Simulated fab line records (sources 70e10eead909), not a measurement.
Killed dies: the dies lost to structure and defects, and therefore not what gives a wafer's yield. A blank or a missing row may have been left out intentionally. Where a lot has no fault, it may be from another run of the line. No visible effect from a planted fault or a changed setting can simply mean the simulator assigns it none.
Matching of chambers | flow nand_harc | 4 sister chambers for NHARC_A_BONDPAD_CMP_19 on cmp-04
The step polishes, t overpolish 30 s, cu recess touch 16 s, target thk 169.82 nm. 20 wafers are shown with their chamber, then 10 later ones without.

EACH WAFER AND ITS CHAMBER
wafer  | chamber | motor_current_A (A) | overpolish_run_s (s)
L075.1 | 0       | 10.2                | 29.996
L075.2 | 2       | 12.1                | 29.998
L075.5 | 3       | 12.2                | 30.006
L078.4 | 2       | 11.7                | 29.989
L078.5 | 3       | 12.7                | 29.993
L078.6 | 0       | 10.7                | 29.987
L082.2 | 2       | 12.6                | 29.987
L082.3 | 0       | 11.0                | 30.000
L082.4 | 3       | 12.8                | 30.007
L087.2 | 3       | 12.2                | 30.000
L087.3 | 1       | 12.7                | 30.004
L087.4 | 2       | 11.6                | 30.011
L088.2 | 3       | 12.8                | 30.016
L088.3 | 1       | 12.3                | 29.979
L088.5 | 3       | 12.6                | 29.999
L090.1 | 3       | 12.4                | 29.989
L090.4 | 1       | 11.5                | 30.019
L090.5 | 0       | 10.2                | 30.015
L091.1 | 2       | 12.2                | 29.990
L091.3 | 1       | 11.7                | 29.993

SIGNATURES (averages over the wafers above)
reading          | chamber 0 | chamber 1 | chamber 2 | chamber 3 | scatter within a chamber
motor_current_A  | 10.525    | 12.050    | 12.040    | 12.529    | 0.391
overpolish_run_s | 29.99950  | 29.99875  | 29.99500  | 30.00143  | 0.0116
Rule: for each reading, subtract the chamber's mean from the wafer's reading, divide by that reading's scatter and square the result; add these up over the readings and take the root, which gives the wafer's distance from the chamber. If the next closest chamber is less than 2 further off than the closest, the wafer can't be placed; otherwise it belongs to the closest. The scatter is the square root of a quotient: the sum, over the shown wafers, of each reading's squared deviation from its chamber's mean, divided by wafers minus chambers.

WAFERS MISSING THEIR CHAMBER
wafer  | motor_current_A (A) | overpolish_run_s (s)
L091.5 | 11.6                | 29.995
L092.1 | 11.8                | 29.993
L092.3 | 12.8                | 30.002
L092.5 | 9.8                 | 30.010
L093.3 | 11.9                | 30.007
L093.4 | 10.0                | 29.996
L093.5 | 11.4                | 30.000
L097.3 | 10.9                | 30.005
L097.4 | 12.6                | 30.014
L097.5 | 12.3                | 30.008

THE CHAMBER EACH PASSED THROUGH
wafer  | from the rows above               | in truth
L091.5 | can't be placed: 2 or 1 or 3 or 0 | 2
L092.1 | can't be placed: 2 or 1 or 3      | 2
L092.3 | can't be placed: 3 or 1 or 2      | 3
L092.5 | 0                                 | 0
L093.3 | can't be placed: 1 or 2 or 3      | 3
L093.4 | 0                                 | 0
L093.5 | can't be placed: 1 or 2 or 0 or 3 | 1
L097.3 | can't be placed: 0 or 1 or 2      | 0
L097.4 | can't be placed: 3 or 1 or 2      | 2
L097.5 | can't be placed: 3 or 1 or 2      | 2
Correctly placed: 2 of 10. From these rows, 8 cannot be placed; in 8 the true chamber is one of the candidates. Number placed wrongly: 0.
